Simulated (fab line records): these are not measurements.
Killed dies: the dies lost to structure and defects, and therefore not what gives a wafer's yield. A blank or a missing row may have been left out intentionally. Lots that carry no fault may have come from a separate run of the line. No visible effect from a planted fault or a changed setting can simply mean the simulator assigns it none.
fab line records ; flow n5-finfet
[record] lots = 10; wafers = 30; last-day = 17
route steps=1938 shown BEOL_M13@1676
lots that met no fault: taken from a fault-free run of the same line
start-h: hours from the record's first day to the start of the lot's first wafer shown ; wait-h: time in hours since the lot's previous step ; " the same as in the row above ; L1.1+2: a row that stands for several wafers ; - value missing, or start not given ; * or withheld: withheld ; < > ~ a bound
route shown NAME@n: names a module that has steps shown in the file, with the first one's number in the route ; usual: mean/standard deviation taken from wafers without a fault ; same: alike in all rows ; chamber/n: place in a boat ; sites: each site's reading ; _std_site: standard deviation of those values ; _edge_site: mean of outer sites minus mean of inner sites ; radius-mm: how far each site lies from the wafer's centre ; mask NAME#n: copy n ; behind: the tool/chamber that last shaped the wafer ; hold: cause of the lot's hold/its duration in hours/its outcome ; device: whichever transistor did not switch (one of n, p or np) ; end of line: the same wafers' tests at the end of the route ; a step with no rows: only its recipe ; killed: dies that structure and defects cost at the first sort, which is not the same as the wafer's yield ; map: a wafer's dies, marking killed ones x, the rest . and places with no die _
set.NAME: the setting as run; set.NAME@STEP: as run at that earlier step ; model.NAME: the simulator's own value behind a step, which no gauge read
one table for each step of the route and one row for each wafer, over a sample of lots
services: when a tool's chamber went out of use (start-h, in hours from the record's first day, below 0 if earlier), for how many hours, and the reason
[[steps]]
[step N5_BEOL_M13_STRIP_64]
[recipe] chemistry = N2/H2; power-w = 1000; temp-c = 250; h2-frac = 0.65; overash-fraction = 0.3; pressure-mtorr = withheld; n2-flow-sccm = 1750; h2-flow-sccm = 3250
[usual] drypump-motor-current-A = 5.9/0.35; heater-power-w = 338/23; n2-flow-sccm = 1751/4.7; oes-product-au = 0.715/0.0047; strip-time-to-endpoint-s = 31.39/0.09
lot.wafer;tool;chamber;start-h;wait-h;drypump-motor-current-A;heater-power-w;n2-flow-sccm;oes-product-au;rf-hours-counter-h;strip-time-to-endpoint-s
L941.1;plasma-asher-02;1;243.75;0.0;6.0;327;1753;0.712;68;31.35
L941.3;plasma-asher-02;0;243.75;0.0;6.2;359;1756;0.707;-;31.40
L941.5;plasma-asher-02;1;243.75;0.0;6.0;348;1751;0.714;-;31.37
L945.1;plasma-asher-01;1;274.36;0.0;6.1;300;1758;0.706;122;31.42
L945.3;plasma-asher-01;1;274.36;0.0;6.0;290;1751;0.710;-;31.53
L945.5;plasma-asher-01;1;274.36;0.0;6.0;299;1756;0.711;-;31.48
L947.1;plasma-asher-01;1;283.15;0.0;6.0;298;1759;0.711;123;31.36
L947.3;plasma-asher-01;1;283.15;0.0;6.0;299;1751;0.722;-;31.41
L947.5;plasma-asher-01;1;283.15;0.0;6.0;294;1750;0.706;-;31.39
L949.2;plasma-asher-02;1;295.55;0.0;6.0;336;1751;0.711;81;31.49
L949.3;plasma-asher-02;0;295.55;0.0;6.2;353;1758;0.722;-;31.52
L949.6;plasma-asher-02;0;295.55;0.0;6.2;353;1748;0.710;-;31.42
L951.2;plasma-asher-02;0;315.96;0.0;6.2;351;1754;0.728;86;31.43
L951.3;plasma-asher-02;0;315.96;0.0;6.2;343;1745;0.719;-;31.33
L951.4;plasma-asher-02;1;315.96;0.0;6.0;341;1752;0.723;-;31.35
L953.2;plasma-asher-02;1;320.29;0.0;6.0;327;1753;0.709;87;31.36
L953.3;plasma-asher-02;0;320.29;0.0;6.2;342;1750;0.710;-;31.39
L953.5;plasma-asher-02;0;320.29;0.0;6.2;348;1753;0.720;-;31.35
L956.1;plasma-asher-02;1;342.85;0.0;6.0;331;1748;0.713;92;31.42
L956.5;plasma-asher-02;0;342.85;0.0;6.2;357;1744;0.720;-;31.44
L956.6;plasma-asher-02;1;342.85;0.0;6.0;335;1745;0.711;-;31.46
L957.1;plasma-asher-02;1;355.52;0.0;5.9;334;1752;0.718;95;31.46
L957.3;plasma-asher-02;1;355.52;0.0;6.0;340;1751;0.706;-;31.51
L957.6;plasma-asher-02;0;355.52;0.0;6.2;349;1747;0.714;-;31.43
L962.4;plasma-asher-01;1;374.60;0.0;6.0;297;1752;0.704;-;31.26
L962.5;plasma-asher-01;1;374.60;0.0;6.1;297;1751;0.713;-;31.29
L962.6;plasma-asher-01;0;374.60;0.0;5.3;365;1758;0.718;-;31.29
L963.1;plasma-asher-01;1;380.07;0.0;6.0;296;1743;0.711;141;31.37
L963.2;plasma-asher-01;0;380.07;0.0;5.3;363;1751;0.712;141;31.39
L963.6;plasma-asher-01;1;380.07;0.0;6.0;303;1752;0.711;-;31.28
[step N5_BEOL_M13_EXPOSE_25]
[recipe] mask-id = M13; na = 0.93; source-shape = conventional; sigma-outer = 0.4; polarization = unpolarized; target-cd-nm = 210; dose-mj = 22
lot.wafer;tool;chamber;start-h;wait-h;mask
L941.1+3+5;krf-scanner-01;0;244.05;-;M13#0
L945.1+3+5;krf-scanner-02;0;274.78;-;M13#0
L947.1+3+5;krf-scanner-02;0;283.45;-;M13#0
L949.2+3+6;krf-scanner-01;0;295.98;-;M13#0
L951.2+3+4;krf-scanner-02;0;316.27;-;M13#0
L953.2+3+5;krf-scanner-01;0;320.72;-;M13#0
L956.1+5+6;krf-scanner-01;0;343.15;-;M13#0
L957.1+3+6;krf-scanner-01;0;355.82;-;M13#0
L962.4+5+6;krf-scanner-01;0;374.90;-;M13#0
L963.1+2+6;krf-scanner-01;0;380.37;-;M13#0
[step N5_BEOL_M13_CD_MEAS_28]
[recipe] target-cd-nm = 209.5; landing-energy-ev = 500; detector = se-inlens
[usual] cd-nm = 209.5/1.5
lot.wafer;tool;chamber;start-h;wait-h;cd-nm
L941.1;cd-sem-02;0;244.22;-;210.6
L941.3;cd-sem-02;0;244.22;-;210.0
L941.5;cd-sem-02;0;244.22;-;210.4
L945.1;cd-sem-01;0;274.95;-;211.0
L945.3;cd-sem-01;0;274.95;-;212.0
L945.5;cd-sem-01;0;274.95;-;212.5
L947.1;cd-sem-03;0;283.62;-;208.3
L947.3;cd-sem-03;0;283.62;-;208.1
L947.5;cd-sem-03;0;283.62;-;206.7
L949.2;cd-sem-03;0;296.16;-;212.8
L949.3;cd-sem-03;0;296.16;-;212.1
L949.6;cd-sem-03;0;296.16;-;211.4
L951.2;cd-sem-02;0;316.43;-;209.1
L951.3;cd-sem-02;0;316.43;-;207.9
L951.4;cd-sem-02;0;316.43;-;211.2
L953.2;cd-sem-02;0;320.89;-;207.8
L953.3;cd-sem-02;0;320.89;-;207.8
L953.5;cd-sem-02;0;320.89;-;207.3
L956.1;cd-sem-03;0;343.32;-;209.7
L956.5;cd-sem-03;0;343.32;-;209.0
L956.6;cd-sem-03;0;343.32;-;209.2
L957.1;cd-sem-01;0;355.99;-;208.9
L957.3;cd-sem-01;0;355.99;-;210.0
L957.6;cd-sem-01;0;355.99;-;209.3
L962.4;cd-sem-03;0;375.06;-;208.0
L962.5;cd-sem-03;0;375.06;-;208.4
L962.6;cd-sem-03;0;375.06;-;208.1
L963.1;cd-sem-01;0;380.54;-;208.8
L963.2;cd-sem-01;0;380.54;-;207.8
L963.6;cd-sem-01;0;380.54;-;208.4
[step N5_BEOL_M13_OVL_MEAS_29]
[recipe] points-per-wafer = 44
[usual] M13_OVL = 0/6
[same] points-per-wafer = 44
lot.wafer;tool;chamber;start-h;wait-h;M13_OVL[nm]
L941.1;overlay-01;0;244.26;0.0;-1
L941.3;overlay-01;0;244.26;0.0;2
L941.5;overlay-01;0;244.26;0.0;2
L945.1;overlay-02;0;274.98;0.0;-4
L945.3;overlay-02;0;274.98;0.0;-7
L945.5;overlay-02;0;274.98;0.0;0
L947.1;overlay-02;0;283.65;0.0;-5
L947.3;overlay-02;0;283.65;0.0;1
L947.5;overlay-02;0;283.65;0.0;0
L949.2;overlay-02;0;296.18;0.0;8
L949.3;overlay-02;0;296.18;0.0;11
L949.6;overlay-02;0;296.18;0.0;13
L951.2;overlay-02;0;316.46;0.0;-6
L951.3;overlay-02;0;316.46;0.0;-1
L951.4;overlay-02;0;316.46;0.0;-8
L953.2;overlay-01;0;320.92;0.0;6
L953.3;overlay-01;0;320.92;0.0;6
L953.5;overlay-01;0;320.92;0.0;11
L956.1;overlay-02;0;343.35;0.0;-10
L956.5;overlay-02;0;343.35;0.0;-2
L956.6;overlay-02;0;343.35;0.0;-5
L957.1;overlay-01;0;356.02;0.0;1
L957.3;overlay-01;0;356.02;0.0;3
L957.6;overlay-01;0;356.02;0.0;-1
L962.4;overlay-01;0;375.09;0.0;24
L962.5;overlay-01;0;375.09;0.0;30
L962.6;overlay-01;0;375.09;0.0;24
L963.1;overlay-01;0;380.57;0.0;23
L963.2;overlay-01;0;380.57;0.0;24
L963.6;overlay-01;0;380.57;0.0;28
[step N5_BEOL_M13_ETCH_67]
[recipe] chemistry = CF4; target = SiARC; target-depth-a = 1430; time-s = 238.3; ion-energy-ev = 80; pressure-mtorr = 40; source-w = 545; bias-w = 36; Ar_flow_sccm = 100; cf4-flow-sccm = 100; ends = cleared
[usual] drypump-motor-current-A = 5.9/0.51; etch-rf-on-time-s = 239/4.1; oes-product-au = 0.65/0.077; rf-vpp-V = 184.1/1.2; showerhead-plenum-p-Torr = 2.15/0.077; throttle-valve-pct = 15.62/0.14
lot.wafer;tool;chamber;start-h;wait-h;drypump-motor-current-A;etch-rf-on-time-s;oes-product-au;rf-hours-counter-h;rf-vpp-V;showerhead-plenum-p-Torr;throttle-valve-pct
L941.1;rie-diel-02;2;244.35;0.0;6.1;243;0.61;180;183.7;2.14;15.60
L941.3;rie-diel-02;1;244.35;0.0;6.2;245;0.63;166;182.4;2.06;15.58
L941.5;rie-diel-02;3;244.35;0.0;6.6;237;0.79;-;185.8;2.19;15.42
L945.1;rie-diel-02;0;275.08;0.0;5.1;242;0.66;131;186.3;2.24;15.57
L945.3;rie-diel-02;3;275.08;0.0;6.6;239;0.78;22;183.8;2.19;15.41
L945.5;rie-diel-02;1;275.08;0.0;6.2;244;0.62;-;182.4;2.05;15.61
L947.1;rie-diel-02;1;283.80;0.0;6.1;244;0.62;179;181.9;2.05;15.59
L947.3;rie-diel-02;2;283.80;0.0;6.1;246;0.60;192;184.8;2.13;15.62
L947.5;rie-diel-02;2;283.80;0.0;6.1;245;0.60;-;184.0;2.13;15.62
L949.2;rie-diel-03;0;296.81;0.0;5.9;234;0.79;14;185.6;2.28;15.37
L949.3;rie-diel-03;1;296.81;0.0;6.5;234;0.60;220;183.2;2.10;15.76
L949.6;rie-diel-03;1;296.81;0.0;6.5;237;0.59;-;183.9;2.10;15.78
L951.2;rie-diel-03;1;316.55;0.0;6.5;236;0.59;226;184.3;2.10;15.79
L951.3;rie-diel-03;0;316.55;0.0;5.9;236;0.78;19;185.1;2.27;15.37
L951.4;rie-diel-03;3;316.55;0.0;5.3;243;0.60;215;181.4;2.03;15.83
L953.2;rie-diel-03;0;321.01;0.0;5.9;235;0.79;20;185.7;2.27;15.36
L953.3;rie-diel-03;1;321.01;0.0;6.5;237;0.59;227;184.6;2.10;15.79
L953.5;rie-diel-03;1;321.01;0.0;6.5;234;0.59;-;183.0;2.10;15.79
L956.1;rie-diel-04;3;343.45;0.0;5.9;232;0.58;229;184.7;2.20;15.71
L956.5;rie-diel-04;3;343.45;0.0;5.9;234;0.58;-;185.9;2.20;15.73
L956.6;rie-diel-04;2;343.45;0.0;5.4;234;0.62;-;183.6;2.12;15.70
L957.1;rie-diel-02;2;356.11;0.0;6.1;244;0.59;216;182.8;2.12;15.67
L957.3;rie-diel-02;3;356.11;0.0;6.6;237;0.74;47;183.0;2.18;15.48
L957.6;rie-diel-02;1;356.11;0.0;6.2;242;0.61;-;183.0;2.05;15.64
L962.4;rie-diel-04;0;375.18;0.0;6.3;230;0.81;15;185.4;2.28;15.61
L962.5;rie-diel-04;0;375.18;0.0;6.3;232;0.81;-;186.0;2.28;15.62
L962.6;rie-diel-04;1;375.18;0.0;6.0;237;0.59;-;184.6;2.20;15.78
L963.1;rie-diel-02;0;380.71;0.0;5.1;242;0.64;159;184.2;2.23;15.65
L963.2;rie-diel-02;1;380.71;0.0;6.2;246;0.60;204;183.7;2.04;15.65
L963.6;rie-diel-02;2;380.71;0.0;6.2;243;0.59;-;184.2;2.12;15.69
[[services]]
tool;chamber;start-h;hours;kind
rie-diel-03;0;225.48;-;clean
rie-diel-03;0;225.48;-;consumable-replace:focus-ring
rie-diel-03;0;225.48;-;consumable-replace:showerhead
rie-diel-03;0;225.48;21.1;scheduled-down
rie-diel-03;0;225.48;21.1;vent-cycle
plasma-asher-01;-;226.81;0.9;repair
krf-scanner-01;-;238.14;4.0;pm
krf-scanner-02;-;244.30;1.0;pm
rie-diel-04;2;248.97;8.5;repair
plasma-asher-01;-;249.60;6.8;repair
rie-diel-02;3;249.69;7.0;repair
plasma-asher-01;-;263.14;2.8;pm
krf-scanner-02;-;273.11;1.3;pm
krf-scanner-01;-;282.13;1.0;pm
krf-scanner-01;-;299.88;2.2;repair
rie-diel-04;2;316.38;2.4;repair
krf-scanner-02;-;323.54;0.8;pm
krf-scanner-02;-;326.94;36.0;pm
rie-diel-02;1;327.06;13.8;repair
rie-diel-03;2;333.27;7.1;repair
krf-scanner-01;-;345.47;9.0;repair
rie-diel-03;3;347.79;18.3;repair
krf-scanner-01;-;362.95;1.3;pm
krf-scanner-01;-;367.00;0.8;pm
[[key]]
[first-sign] step = N5_BEOL_M13_OVL_MEAS_29; reading = M13_OVL; direction = up; sigmas = 4.3; usual = 0; struck = 26
effect none on later readings
met-at N5_BEOL_M13_EXPOSE_25
struck-lots L962,L963
not-acting-at N5_BEOL_M13_STRIP_64,N5_BEOL_M13_CD_MEAS_28,N5_BEOL_M13_ETCH_67
onset-between 355.82 374.90
also-fits time
[fault] kind = scanner-matching-overlay; tool = krf-scanner-01; chamber = -; onset-h = 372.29; steps = N5_BEOL_M13_EXPOSE_25; offset = 21.978
